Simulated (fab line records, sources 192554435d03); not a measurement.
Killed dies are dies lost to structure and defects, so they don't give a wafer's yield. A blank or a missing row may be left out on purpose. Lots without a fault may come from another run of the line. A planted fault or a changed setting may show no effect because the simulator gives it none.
fab line records | flow n5_finfet
record lots=6 wafers=18 last_day=16
route steps=1938 shown BEOL_M11@1550 PASSIVATION@1936
lots that met no fault: from a run of the same line without faults
start_h: hours from the record's first day to the start of the lot's first wafer shown | wait_h: hours since the lot's step before | " the same as in the row above | L1.1+2: a row that stands for several wafers | - no value, or no start given | * or withheld: withheld | < > ~ a bound
route shown NAME@n: a module of which the file shows steps, and the number in the route of the first | usual: mean/standard deviation of fault-free wafers | same: alike in all rows | chamber/n: place in a boat | sites: the reading at each site | _std_site: their standard deviation | _edge_site: outer sites' mean less inner sites' | radius_mm: how far each site lies from the wafer's centre | mask NAME#n: copy n | behind: the tool/chamber that last shaped the wafer | hold: why the lot was held/for how many hours/how that ended | device: the transistor (n, p or np) that didn't switch | end of line: the same wafers' tests at the end of the route | a step without rows: its recipe alone | killed: dies lost to structure and defects at the first sort, not the wafer's yield | map: a wafer's dies, x killed, . not, _ none there
set.NAME: the setting as run; set.NAME@STEP: as run at that earlier step | model.NAME: the simulator's own value behind a step, which no gauge read
lots at some steps of the route; a table a step, a row a wafer
services: from which hour (start_h, from the record's first day; less than 0 if before it) a tool's chamber was out of use, for how many hours, and why
## steps
# step N5_BEOL_M11_OVL_MEAS_12
# recipe points_per_wafer=44
# usual M11_OVL=0.4/0.61
# columns lot.wafer tool chamber start_h wait_h M11_OVL[nm]
L794.2 overlay-01 0 228.11 0.0 -0.3
L794.3 " 0 " " -0.2
L794.6 " 0 " " -0.2
L797.3 overlay-01 0 242.56 0.0 0.5
L797.4 " 0 " " 0.2
L797.6 " 0 " " 0.5
L810.2 overlay-01 0 315.04 0.0 -0.1
L810.5 " 0 " " -0.2
L810.6 " 0 " " 0.1
L808.2 overlay-02 0 318.31 0.0 0.2
L808.3 " 0 " " 1.4
L808.5 " 0 " " 1.0
L814.2 overlay-01 0 341.24 0.0 0.6
L814.3 " 0 " " 0.9
L814.4 " 0 " " 0.8
L812.3 overlay-01 0 341.28 0.0 1.1
L812.5 " 0 " " 0.9
L812.6 " 0 " " -0.1
# step N5_BEOL_M11_INSPECT_13
# recipe mode=adi inspect_instrument=brightfield
# usual raw_defect_count=377/89
# columns lot.wafer tool chamber start_h wait_h raw_defect_count
L794.2 defect_inspect-01 - 228.14 0.0 388
L794.3 " - " " 371
L794.6 " - " " 312
L797.3 defect_inspect-01 - 242.59 0.0 410
L797.4 " - " " 419
L797.6 " - " " 453
L810.2 defect_inspect-01 - 315.06 0.0 354
L810.5 " - " " 469
L810.6 " - " " 515
L808.2 defect_inspect-02 - 318.33 0.0 464
L808.3 " - " " 431
L808.5 " - " " 413
L814.2 defect_inspect-01 - 341.27 0.0 401
L814.3 " - " " 422
L814.4 " - " " 551
L812.3 defect_inspect-01 - 341.31 0.0 418
L812.5 " - " " 402
L812.6 " - " " 389
# step N5_BEOL_M11_DESCUM_16
# recipe chemistry=O2 time_s=7.9 source_power_w=50 bias_power_w=20 pressure_mtorr=20 rf_frequency_hz=2.712e+07 temp_c=40 resist=CAR-ArF o2_flow_sccm=225
# usual drypump_motor_current_A=5.8/0.39 oes_product_au=0.79/0.1 rf_vpp_V=242.7/1.4 showerhead_plenum_p_Torr=2.06/0.068 throttle_valve_pct=20.34/0.29
# columns lot.wafer tool chamber start_h wait_h drypump_motor_current_A oes_product_au rf_hours_counter_h rf_vpp_V showerhead_plenum_p_Torr throttle_valve_pct
L794.2 rie_diel-02 2 228.17 0.0 5.2 0.94 15 242.4 2.06 20.00
L794.3 " 1 " " 5.7 0.76 151 242.3 1.92 19.95
L794.6 " 3 " " 6.3 0.94 - 243.5 2.13 19.83
L797.3 rie_diel-04 1 242.62 0.0 6.1 0.74 178 243.4 2.17 20.32
L797.4 " 3 " " 5.8 0.71 234 241.1 2.06 20.66
L797.6 " 1 " " 6.1 0.74 - 243.8 2.17 20.30
L810.2 rie_diel-03 0 315.20 0.1 6.1 0.72 220 242.1 1.99 20.65
L810.5 " 3 " " 6.2 0.76 - 241.4 2.01 20.50
L810.6 " 0 " " 6.1 0.73 - 242.2 1.99 20.65
L808.2 rie_diel-04 2 318.37 0.0 5.7 0.87 41 241.5 2.04 20.26
L808.3 " 1 " " 6.1 0.71 207 245.3 2.16 20.37
L808.5 " 2 " " 5.7 0.87 - 245.0 2.04 20.26
L814.2 rie_diel-04 3 341.30 0.0 5.8 0.99 7 241.0 2.06 20.27
L814.3 " 1 " " 6.1 0.71 214 244.5 2.16 20.37
L814.4 " 0 " " 5.6 0.98 2 242.3 2.05 20.44
L812.3 rie_diel-04 1 341.55 0.2 6.1 0.71 214 243.0 2.16 20.36
L812.5 " 1 " " 6.1 0.71 - 243.5 2.16 20.37
L812.6 " 2 " " 5.7 0.87 - 242.9 2.03 20.28
# step N5_BEOL_M11_ETCH_61
# recipe chemistry=CF4 target=SiARC target_depth_a=390 mask_material=CAR-ArF time_s=65 ion_energy_ev=80 pressure_mtorr=40 source_w=545 bias_w=36 Ar_flow_sccm=100 cf4_flow_sccm=100 ends=cleared
# step N5_BEOL_M11_ETCH_62
# recipe chemistry=N2/H2 target=SOC target_depth_a=1100 overetch_a=220 mask_material=SiARC temp_c=40 time_s=165 ion_energy_ev=200 pressure_mtorr=30 source_w=840 bias_w=150 n2_flow_sccm=200 h2_flow_sccm=200
# usual drypump_motor_current_A=5.8/0.39 oes_product_au=0.67/0.079 rf_vpp_V=522.7/2.6 showerhead_plenum_p_Torr=2.50/0.084 throttle_valve_pct=17.75/0.29
# columns lot.wafer tool chamber start_h wait_h drypump_motor_current_A oes_product_au rf_hours_counter_h rf_vpp_V showerhead_plenum_p_Torr throttle_valve_pct
L794.2 rie_diel-02 2 228.26 0.0 5.2 0.77 15 523.2 2.48 17.26
L794.3 " 1 " " 5.7 0.64 151 518.3 2.34 17.39
L794.6 " 3 " " 6.3 0.78 - 525.2 2.60 17.40
L797.3 rie_diel-04 1 242.71 0.0 6.1 0.63 178 526.5 2.64 17.80
L797.4 " 3 " " 5.8 0.60 234 521.5 2.50 18.09
L797.6 " 1 " " 6.1 0.63 - 525.4 2.64 17.77
L810.2 rie_diel-03 0 315.29 0.0 6.1 0.62 220 521.5 2.41 17.91
L810.5 " 3 " " 6.3 0.65 - 521.4 2.44 17.88
L810.6 " 0 " " 6.1 0.62 - 521.3 2.41 17.91
L808.2 rie_diel-04 2 318.45 0.0 5.7 0.73 41 522.2 2.48 17.71
L808.3 " 1 " " 6.1 0.61 207 525.9 2.63 17.82
L808.5 " 2 " " 5.7 0.74 - 521.0 2.48 17.70
L814.2 rie_diel-04 3 341.38 0.0 5.8 0.82 7 523.1 2.50 17.67
L814.3 " 1 " " 6.1 0.60 214 525.8 2.63 17.85
L814.4 " 0 " " 5.6 0.82 2 523.6 2.50 17.75
L812.3 rie_diel-04 1 341.64 0.0 6.1 0.61 214 525.3 2.63 17.86
L812.5 " 1 " " 6.1 0.60 - 525.7 2.63 17.85
L812.6 " 2 " " 5.7 0.73 - 521.6 2.47 17.70
# step N5_BEOL_M11_STRIP_68
# recipe chemistry=N2/H2 temp_c=40 n2_flow_sccm=200 h2_flow_sccm=200 rf_frequency_hz=6e+07
# step N5_BEOL_M11_STRIP_67
# recipe chemistry=CF4 resist=SiARC power_w=300 bias_power_w=75 pressure_mtorr=50 cf4_flow_sccm=150 rf_frequency_hz=6e+07
# usual drypump_motor_current_A=5.8/0.39 oes_product_au=0.79/0.094 rf_vpp_V=270.5/1.4 showerhead_plenum_p_Torr=1.77/0.055 throttle_valve_pct=13.53/0.3
# columns lot.wafer tool chamber start_h wait_h drypump_motor_current_A oes_product_au rf_hours_counter_h rf_vpp_V showerhead_plenum_p_Torr throttle_valve_pct
L794.2 rie_diel-02 2 228.41 0.0 5.2 0.92 15 270.4 1.76 13.03
L794.3 " 1 " " 5.7 0.74 151 267.9 1.66 13.26
L794.6 " 3 " " 6.3 0.92 - 272.3 1.83 13.05
L797.3 rie_diel-04 1 242.85 0.0 6.1 0.75 178 272.2 1.86 13.57
L797.4 " 3 " " 5.8 0.71 234 269.7 1.77 13.86
L797.6 " 1 " " 6.1 0.75 - 272.9 1.86 13.57
L810.2 rie_diel-03 0 315.43 0.0 6.1 0.73 220 268.7 1.70 13.81
L810.5 " 3 " " 6.2 0.76 - 269.2 1.72 13.63
L810.6 " 0 " " 6.1 0.73 - 268.6 1.70 13.82
L808.2 rie_diel-04 2 318.60 0.0 5.7 0.88 41 270.2 1.77 13.47
L808.3 " 1 " " 6.1 0.71 207 272.3 1.85 13.64
L808.5 " 2 " " 5.7 0.88 - 269.6 1.77 13.47
L814.2 rie_diel-04 3 341.53 0.0 5.8 0.96 7 271.8 1.76 13.37
L814.3 " 1 " " 6.1 0.71 214 272.2 1.85 13.64
L814.4 " 0 " " 5.6 0.98 2 269.3 1.77 13.48
L812.3 rie_diel-04 1 341.78 0.0 6.1 0.72 214 272.3 1.85 13.66
L812.5 " 1 " " 6.1 0.72 - 273.1 1.85 13.66
L812.6 " 2 " " 5.7 0.86 - 269.2 1.76 13.49
# step N5_BEOL_M11_HM_OPEN_17
# recipe chemistry=Cl2/BCl3 target_depth_a=200 overetch_a=60 target=TiN mask_material=SOC ion_energy_ev=150 pressure_mtorr=10 icp_w=1000 bias_w=126 Cl2_flow_sccm=53.25 bcl3_flow_sccm=21.75 Ar_flow_sccm=25
# usual drypump_motor_current_A=5.9/0.32 oes_product_au=0.67/0.079 throttle_valve_pct=22.00/0.12
# columns lot.wafer tool chamber start_h wait_h drypump_motor_current_A oes_product_au rf_hours_counter_h throttle_valve_pct
L794.2 rie_metal-02 0 228.45 0.0 6.1 0.68 37 22.04
L794.3 " 0 " " 6.1 0.69 - 22.04
L794.6 " 1 " " 6.2 0.79 - 21.77
L797.3 rie_metal-02 0 242.92 0.1 6.2 0.68 - 22.03
L797.4 " 1 " " 6.2 0.77 - 21.79
L797.6 " 0 " " 6.2 0.68 - 22.05
L810.2 rie_metal-01 1 315.48 0.0 5.3 0.53 119 22.22
L810.5 " 0 " " 5.5 0.70 - 22.06
L810.6 " 1 " " 5.4 0.53 - 22.22
L808.2 rie_metal-01 0 318.67 0.1 5.6 0.71 - 22.06
L808.3 " 0 " " 5.5 0.72 - 22.06
L808.5 " 0 " " 5.6 0.73 - 22.04
L814.2 rie_metal-03 1 341.60 0.1 5.8 0.64 - 22.00
L814.3 " 1 " " 5.8 0.65 - 21.99
L814.4 " 1 " " 5.8 0.64 - 21.99
L812.3 rie_metal-02 0 341.86 0.1 6.1 0.66 - 22.09
L812.5 " 1 " " 6.2 0.73 - 21.80
L812.6 " 0 " " 6.2 0.66 - 22.07
# step N5_BEOL_M11_STRIP_19
# recipe chemistry=O2 power_w=400 temp_c=40 pressure_mtorr=30 rf_frequency_hz=6e+07 bias_power_w=0 overash_fraction=0.2 o2_flow_sccm=225
# step N5_BEOL_M11_CD_MEAS_18
# recipe pitch_nm=140 target_cd_nm=70
# usual cd_nm=70.0/0.53
# columns lot.wafer tool chamber start_h wait_h cd_nm
L794.2 cd_sem-02 - 228.72 0.1 71.0
L794.3 " - " " 70.7
L794.6 " - " " 70.2
L797.3 cd_sem-02 - 243.08 0.1 69.6
L797.4 " - " " 70.2
L797.6 " - " " 70.4
L810.2 cd_sem-02 - 315.67 0.1 68.7
L810.5 " - " " 69.2
L810.6 " - " " 69.8
L808.2 cd_sem-03 - 318.94 0.1 69.8
L808.3 " - " " 69.7
L808.5 " - " " 69.8
L814.2 cd_sem-02 - 341.88 0.1 69.5
L814.3 " - " " 69.9
L814.4 " - " " 69.5
L812.3 cd_sem-02 - 342.09 0.1 70.2
L812.5 " - " " 69.8
L812.6 " - " " 69.8
# step N5_BEOL_M11_COAT_63
# recipe resist=SOC temp_c=250 time_s=60 spin_rpm=1500 resist_thk_nm=100
# step N5_BEOL_M11_COAT_64
# recipe resist=SiARC temp_c=220 time_s=60 spin_rpm=1500 resist_thk_nm=30
# step N5_BEOL_M11_COAT_22
# recipe resist=CAR-ArF spin_rpm=1500 resist_thk_nm=90
# usual spin_speed_rpm=1500.0/0.97
# columns lot.wafer tool chamber start_h wait_h spin_speed_rpm model.CAR-ArF_of_BEOL_M11_COAT_22.thk_nm
L794.2 litho_track-03 0 228.97 - 1499.5 90
L794.3 " 0 " " 1500.9 89.8
L794.6 " 0 " " 1499.9 89.8
L797.3 litho_track-01 0 246.06 - 1499.5 89.8
L797.4 " 0 " " 1498.5 89.6
L797.6 " 0 " " 1500.3 89.8
L810.2 litho_track-05 0 316.25 - 1500.6 89.6
L810.5 " 0 " " 1498.7 89.6
L810.6 " 0 " " 1499.3 89.6
L808.2 litho_track-01 0 320.59 - 1708.5 84.4
L808.3 " 0 " " 1707.6 84.4
L808.5 " 0 " " 1705.5 84.4
L814.2 litho_track-05 0 343.57 - 1500.1 89.8
L814.3 " 0 " " 1498.7 89.6
L814.4 " 0 " " 1500.4 89.6
L812.3 litho_track-01 0 343.58 - 1707.2 84.4
L812.5 " 0 " " 1708.2 84
L812.6 " 0 " " 1705.4 84.2
# step N5_BEOL_M11_EBR_24
# recipe solvent=PGMEA ebr_width_mm=1.5
# step N5_BEOL_M11_SOFTBAKE_23
# recipe temp_c=110 time_s=60 resist=CAR-ArF
# step N5_BEOL_M11_EXPOSE_25
# recipe mask_id=V10 na=1.35 source_shape=annular sigma_inner=0.5 sigma_outer=0.8 polarization=unpolarized dose_mj=85.5
# step N5_BEOL_M11_PEB_26
# recipe peb_temp_c=withheld peb_time_s=60 resist=CAR-ArF
# step N5_BEOL_M11_DEVELOP_27
# recipe develop_time_s=30 developer=TMAH resist=CAR-ArF rinse_liquid=diw dry=air_spin dev_temp_c=23
# step N5_BEOL_M11_CD_MEAS_28
# recipe target_cd_nm=70 landing_energy_ev=500 detector=se_inlens polarity=opening
# usual cd_nm=70.0/0.8
# columns lot.wafer tool chamber start_h wait_h cd_nm
L794.2 cd_sem-01 0 229.34 - 68.7
L794.3 " 0 " " 69.9
L794.6 " 0 " " 69.7
L797.3 cd_sem-03 0 246.43 - 69.6
L797.4 " 0 " " 69.2
L797.6 " 0 " " 69.8
L810.2 cd_sem-01 0 316.62 - 69.9
L810.5 " 0 " " 71.0
L810.6 " 0 " " 71.0
L808.2 cd_sem-03 0 320.95 - 70.6
L808.3 " 0 " " 69.6
L808.5 " 0 " " 69.7
L814.2 cd_sem-03 0 343.94 - 70.3
L814.3 " 0 " " 70.2
L814.4 " 0 " " 70.3
L812.3 cd_sem-03 0 344.11 - 70.2
L812.5 " 0 " " 70.2
L812.6 " 0 " " 69.6
# step N5_BEOL_M11_OVL_MEAS_29
# recipe points_per_wafer=44
# usual V10_OVL=-0.2/0.66
# columns lot.wafer tool chamber start_h wait_h V10_OVL[nm]
L794.2 overlay-01 0 229.37 0.0 0.4
L794.3 " 0 " " 0.9
L794.6 " 0 " " 0.6
L797.3 overlay-02 0 246.46 0.0 0.0
L797.4 " 0 " " -0.1
L797.6 " 0 " " 0.0
L810.2 overlay-01 0 316.65 0.0 0.1
L810.5 " 0 " " -1.1
L810.6 " 0 " " -0.8
L808.2 overlay-02 0 320.98 0.0 -0.8
L808.3 " 0 " " -1.2
L808.5 " 0 " " -0.9
L814.2 overlay-02 0 343.97 0.0 -0.4
L814.3 " 0 " " -0.1
L814.4 " 0 " " -0.1
L812.3 overlay-01 0 344.14 0.0 -1.1
L812.5 " 0 " " -1.6
L812.6 " 0 " " -1.1
# step N5_BEOL_M11_INSPECT_30
# recipe mode=adi inspect_instrument=brightfield
# usual raw_defect_count=381/91
# columns lot.wafer tool chamber start_h wait_h raw_defect_count
L794.2 defect_inspect-02 - 229.39 0.0 392
L794.3 " - " " 373
L794.6 " - " " 338
L797.3 defect_inspect-02 - 246.48 0.0 395
L797.4 " - " " 438
L797.6 " - " " 468
L810.2 defect_inspect-01 - 316.67 0.0 359
L810.5 " - " " 485
L810.6 " - " " 517
L808.2 defect_inspect-02 - 321.01 0.0 464
L808.3 " - " " 435
L808.5 " - " " 414
L814.2 defect_inspect-01 - 344.00 0.0 380
L814.3 " - " " 418
L814.4 " - " " 568
L812.3 defect_inspect-01 - 344.16 0.0 433
L812.5 " - " " 403
L812.6 " - " " 412
# step N5_BEOL_M11_DESCUM_33
# recipe chemistry=O2 time_s=7.9 source_power_w=50 bias_power_w=20 pressure_mtorr=20 rf_frequency_hz=2.712e+07 temp_c=40 resist=CAR-ArF o2_flow_sccm=225
# step N5_BEOL_M11_ETCH_65
# recipe chemistry=CF4 target=SiARC target_depth_a=390 mask_material=CAR-ArF time_s=65 ion_energy_ev=80 pressure_mtorr=40 source_w=545 bias_w=36 Ar_flow_sccm=100 cf4_flow_sccm=100 ends=cleared
# usual drypump_motor_current_A=5.8/0.44 etch_rf_on_time_s=64.7/1.2 oes_product_au=0.68/0.085 rf_vpp_V=183.7/1.2 showerhead_plenum_p_Torr=2.11/0.067 throttle_valve_pct=15.54/0.29
# columns lot.wafer tool chamber start_h wait_h drypump_motor_current_A etch_rf_on_time_s oes_product_au rf_hours_counter_h rf_vpp_V showerhead_plenum_p_Torr throttle_valve_pct model.CAR-ArF_of_BEOL_M11_COAT_22.thk_nm
L794.2 rie_diel-03 0 229.46 0.0 6.1 65.5 0.64 193 182.7 2.04 15.77 55.4
L794.3 " 2 " " 6.2 65.7 0.61 180 182.9 2.05 15.64 55.2
L794.6 " 2 " " 6.2 65.2 0.61 - 182.4 2.05 15.63 55.2
L797.3 rie_diel-02 2 246.56 0.0 5.1 62.9 0.79 20 184.8 2.10 15.11 55.4
L797.4 " 0 " " 5.7 65.6 0.62 166 183.8 2.14 15.86 55.2
L797.6 " 0 " " 5.7 66.2 0.61 - 183.8 2.14 15.87 55.4
L810.2 rie_diel-03 1 316.74 0.0 4.7 61.6 0.77 40 186.8 2.18 15.35 55.4
L810.5 " 2 " " 6.2 64.3 0.60 - 183.1 2.04 15.70 55.4
L810.6 " 1 " " 4.7 62.4 0.76 - 184.6 2.18 15.35 55.2
L808.2 rie_diel-04 1 321.37 0.0 6.1 65.4 0.62 208 184.6 2.21 15.61 50
L808.3 " 3 " " 5.8 63.2 0.88 0 182.6 2.11 15.38 50
L808.5 " 1 " " 6.1 65.1 0.61 - 184.4 2.21 15.63 50
L814.2 rie_diel-03 0 344.42 0.0 6.1 65.4 0.61 229 183.5 2.03 15.86 55.4
L814.3 " 1 " " 4.7 62.3 0.76 50 183.4 2.18 15.36 55.2
L814.4 " 2 " " 6.2 64.9 0.59 219 182.2 2.04 15.71 55.2
L812.3 rie_diel-02 3 344.46 0.0 6.3 64.5 0.73 44 185.0 2.18 15.14 50
L812.5 " 0 " " 5.7 65.7 0.60 - 185.0 2.13 15.92 49.6
L812.6 " 3 " " 6.3 64.9 0.73 - 183.6 2.18 15.14 49.6
# step N5_BEOL_M11_ETCH_66
# recipe chemistry=N2/H2 target=SOC target_depth_a=1200 overetch_a=240 mask_material=SiARC temp_c=40 time_s=180 ion_energy_ev=200 pressure_mtorr=30 source_w=840 bias_w=150 n2_flow_sccm=200 h2_flow_sccm=200
# usual drypump_motor_current_A=5.8/0.44 oes_product_au=0.64/0.075 rf_vpp_V=522.7/2.6 showerhead_plenum_p_Torr=2.50/0.085 throttle_valve_pct=17.74/0.29
# columns lot.wafer tool chamber start_h wait_h drypump_motor_current_A oes_product_au rf_hours_counter_h rf_vpp_V showerhead_plenum_p_Torr throttle_valve_pct
L794.2 rie_diel-03 0 229.51 0.0 6.1 0.60 193 520.2 2.42 17.86
L794.3 " 2 " " 6.2 0.59 180 519.8 2.43 17.95
L794.6 " 2 " " 6.2 0.59 - 520.5 2.43 17.96
L797.3 rie_diel-02 2 246.61 0.0 5.2 0.72 20 522.5 2.48 17.23
L797.4 " 0 " " 5.7 0.59 166 524.3 2.54 18.10
L797.6 " 0 " " 5.7 0.59 - 524.4 2.54 18.09
L810.2 rie_diel-03 1 316.79 0.0 4.7 0.72 40 526.3 2.58 17.52
L810.5 " 2 " " 6.2 0.56 - 520.9 2.42 18.00
L810.6 " 1 " " 4.7 0.72 - 524.9 2.58 17.51
L808.2 rie_diel-04 1 321.42 0.0 6.1 0.58 208 527.1 2.63 17.84
L808.3 " 3 " " 5.8 0.82 0 522.3 2.50 17.65
L808.5 " 1 " " 6.1 0.58 - 527.2 2.63 17.84
L814.2 rie_diel-03 0 344.47 0.0 6.1 0.58 229 520.4 2.40 17.92
L814.3 " 1 " " 4.7 0.71 50 525.8 2.58 17.54
L814.4 " 2 " " 6.2 0.56 219 520.7 2.42 18.00
L812.3 rie_diel-02 3 344.51 0.0 6.3 0.69 44 525.5 2.59 17.43
L812.5 " 0 " " 5.7 0.58 - 524.7 2.52 18.15
L812.6 " 3 " " 6.3 0.70 - 524.8 2.59 17.43
# step N5_PASSIVATION_PROBE_49
# usual defect_limited_yield=91.5/1.3 killed_at_M0_to_M3=33/11 killed_at_M4_up=14/5.3 killed_at_contacts=11/6.3 killed_at_front_end=38/10 killed_at_other=3.7/2.8 killed_dies=101/16 killed_open=67/12 killed_short=32/7.4 sort_bin_5_function=5.0/0.86 sort_bin_6_memory=3.2/0.69 sort_n_pass=1079/16 sort_yield_pct=91.5/1.3
# same gross_dies=1180 killed_at_back_side=0 sort_bin_4_leakage[%]=0 sort_bin_8_speed[%]=0
# columns lot.wafer tool chamber start_h wait_h defect_limited_yield[%] killed_at_M0_to_M3 killed_at_M4_up killed_at_contacts killed_at_front_end killed_at_other killed_dies killed_open killed_short sort_bin_5_function[%] sort_bin_6_memory[%] sort_n_pass sort_yield_pct[%]
L797.3 prober-02 - 297.08 0.1 92.6 31 13 9 32 2 87 55 31 4.0 2.8 1093 92.6
L797.4 prober-02 - 297.13 0.2 92.8 21 10 15 38 1 85 55 29 4.4 2.3 1095 92.8
L797.6 prober-02 - 297.23 0.3 92.1 26 12 24 30 1 93 54 36 4.8 2.5 1087 92.1
L810.2 prober-02 - 362.82 0.1 90.5 60 9 7 31 5 112 74 37 5.9 3.4 1068 90.5
L810.5 prober-02 - 362.97 0.2 90.3 38 10 10 53 4 115 79 33 5.4 3.9 1065 90.3
L810.6 prober-02 - 363.02 0.3 94.2 25 3 2 36 3 69 39 28 3.6 2.0 1111 94.2
L808.2 prober-01 - 365.00 0.1 92.1 31 15 10 32 5 93 67 24 5.1 2.7 1087 92.1
L808.3 prober-01 - 365.05 0.1 91.8 37 8 15 33 4 97 70 25 4.5 3.5 1083 91.8
L808.5 prober-01 - 365.15 0.2 90.6 39 23 5 38 6 111 69 42 5.8 3.5 1069 90.6
L812.3 prober-02 - 387.34 0.1 91.3 49 13 6 33 2 103 62 40 5.8 2.8 1077 91.3
L812.5 prober-02 - 387.44 0.2 93.8 25 11 8 27 2 73 57 14 4.7 1.4 1107 93.8
L812.6 prober-02 - 387.49 0.3 91.4 42 10 5 42 2 101 74 27 5.3 3.2 1079 91.4
# killed by level:class
L797.3 STI_FIN_REVEAL:geometric_particle:open=11 BEOL_M1:geometric_particle:open=9 MOL_CONTACT_COAG:geometric_particle:open=8 GATE_CUT:geometric_particle:short=7 BEOL_M0_SAQP:geometric_particle:short=6 BEOL_M2:geometric_particle:open=5 BEOL_M3:geometric_particle:open=4 BEOL_M4:geometric_particle:open=4
L797.4 MOL_CONTACT_COAG:geometric_particle:open=13 STI_FIN_REVEAL:geometric_particle:open=11 FIN_SAQP:geometric_particle:short=5 GATE_CUT:geometric_particle:short=5 BEOL_M5:geometric_particle:open=5 BEOL_M0_SAQP:geometric_particle:open=4 STARTING-WAFER:geometric_particle:open=4 BEOL_M0_SAQP:geometric_particle:short=3
L797.6 MOL_CONTACT_COAG:geometric_particle:open=19 FIN_SAQP:geometric_particle:short=6 BEOL_M1:geometric_particle:open=6 BEOL_M2:geometric_particle:open=6 STI_FIN_REVEAL:geometric_particle:open=5 GATE_CUT:geometric_particle:short=5 MOL_CONTACT_COAG:geometric_particle:short=5 BEOL_M0_SAQP:geometric_particle:short=4
L810.2 BEOL_M0_SAQP:geometric_particle:open=18 STI_FIN_REVEAL:geometric_particle:open=16 BEOL_M0_SAQP:geometric_particle:short=16 BEOL_M3:geometric_particle:open=10 MOL_CONTACT_COAG:geometric_particle:open=7 ILD0:geometric_particle:short=5 BEOL_M2:geometric_particle:open=5 FIN_SAQP:geometric_particle:open=3
L810.5 STI_FIN_REVEAL:geometric_particle:open=20 BEOL_M0_SAQP:geometric_particle:short=12 BEOL_M3:geometric_particle:open=11 MOL_CONTACT_COAG:geometric_particle:open=10 FIN_SAQP:geometric_particle:short=9 FIN_SAQP:geometric_particle:open=6 BEOL_M0_SAQP:geometric_particle:open=6 BEOL_M1:geometric_particle:open=5
L810.6 STI_FIN_REVEAL:geometric_particle:open=9 FIN_SAQP:geometric_particle:short=6 BEOL_M3:geometric_particle:open=6 STI_FIN_REVEAL:geometric_particle:short=5 GATE_CUT:geometric_particle:open=4 GATE_CUT:geometric_particle:short=4 BEOL_M1:geometric_particle:open=4 BEOL_M0_SAQP:geometric_particle:short=4
L808.2 MOL_CONTACT_COAG:geometric_particle:open=9 BEOL_M0_SAQP:geometric_particle:open=8 BEOL_M4:geometric_particle:open=8 FIN_SAQP:geometric_particle:open=6 GATE_CUT:geometric_particle:short=6 BEOL_M0_SAQP:geometric_particle:short=6 DUMMY_GATE:geometric_particle:open=5 BEOL_M1:geometric_particle:open=5
L808.3 MOL_CONTACT_COAG:geometric_particle:open=12 BEOL_M1:geometric_particle:open=11 BEOL_M2:geometric_particle:open=10 FIN_SAQP:geometric_particle:open=7 FIN_SAQP:geometric_particle:short=4 DUMMY_GATE:geometric_particle:open=4 BEOL_M0_SAQP:geometric_particle:open=4 BEOL_M3:geometric_particle:open=4
L808.5 BEOL_M0_SAQP:geometric_particle:open=10 BEOL_M0_SAQP:geometric_particle:short=9 GATE_CUT:geometric_particle:short=9 BEOL_M4:geometric_particle:open=9 BEOL_M1:geometric_particle:open=7 FIN_SAQP:geometric_particle:short=6 DUMMY_GATE:geometric_particle:open=5 BEOL_M3:geometric_particle:open=5
L812.3 BEOL_M2:geometric_particle:open=16 BEOL_M0_SAQP:geometric_particle:short=11 FIN_SAQP:geometric_particle:open=8 FIN_SAQP:geometric_particle:short=6 BEOL_M0_SAQP:geometric_particle:open=5 BEOL_M3:geometric_particle:open=5 MOL_CONTACT_COAG:geometric_particle:open=5 STARTING-WAFER:geometric_particle:short=5
L812.5 BEOL_M2:geometric_particle:open=13 FIN_SAQP:geometric_particle:open=7 MOL_CONTACT_COAG:geometric_particle:open=6 BEOL_M5:geometric_particle:open=6 STI_FIN_REVEAL:geometric_particle:open=5 BEOL_M3:geometric_particle:open=5 FIN_SAQP:geometric_particle:short=3 BEOL_M0_SAQP:geometric_particle:open=3
L812.6 FIN_SAQP:geometric_particle:open=21 BEOL_M0_SAQP:geometric_particle:open=9 BEOL_M2:geometric_particle:open=9 BEOL_M0_SAQP:geometric_particle:short=8 BEOL_M2:geometric_particle:short=6 FIN_SAQP:geometric_particle:short=5 STI_FIN_REVEAL:geometric_particle:open=5 MOL_CONTACT_COAG:geometric_particle:open=5
## services
# columns tool chamber start_h hours kind
rie_metal-03 - 220.80 1.4 pm
rie_diel-04 2 250.08 2.5 repair
rie_diel-04 3 257.50 8.1 repair
rie_diel-02 - 270.26 14.6 pm
rie_diel-02 - 289.47 0.3 repair
rie_diel-04 3 298.96 - clean
rie_diel-04 3 298.96 - consumable_replace:focus_ring
rie_diel-04 3 298.96 20.0 scheduled_down
rie_diel-04 3 298.96 20.0 vent_cycle
rie_metal-01 1 318.06 - clean
rie_metal-01 1 318.06 23.1 scheduled_down
rie_metal-01 1 318.06 23.1 vent_cycle
rie_diel-04 0 318.99 - clean
rie_diel-04 0 318.99 - consumable_replace:focus_ring
rie_diel-04 0 318.99 15.8 scheduled_down
rie_diel-04 0 318.99 15.8 vent_cycle
litho_track-05 - 321.18 - consumable_replace:filter
rie_metal-03 0 332.16 - clean
rie_metal-03 0 332.16 26.7 scheduled_down
rie_metal-03 0 332.16 26.7 vent_cycle
litho_track-01 - 333.00 - consumable_replace:filter
## key
first_sign step=N5_BEOL_M11_COAT_22 reading=spin_speed_rpm direction=up sigmas=99+ usual=* struck=*
effect none on later readings
model_effect step=N5_BEOL_M11_COAT_22 value=CAR-ArF_of_BEOL_M11_COAT_22.thk_nm without=89.93 struck=84.3
model_effect step=N5_BEOL_M11_ETCH_65 value=CAR-ArF_of_BEOL_M11_COAT_22.thk_nm without=55.5 struck=49.87
met_at N5_BEOL_M11_COAT_22
struck_wafers L808.2,L808.3,L808.5,L812.3,L812.5,L812.6
onset_between 246.06 320.59
fault kind=process_parameter_drift tool=litho_track-01 chamber=- onset_h=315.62 steps=N5_BEOL_M11_COAT_22 channel=spin_rpm offset=* shape=step acts_in=* stated=*
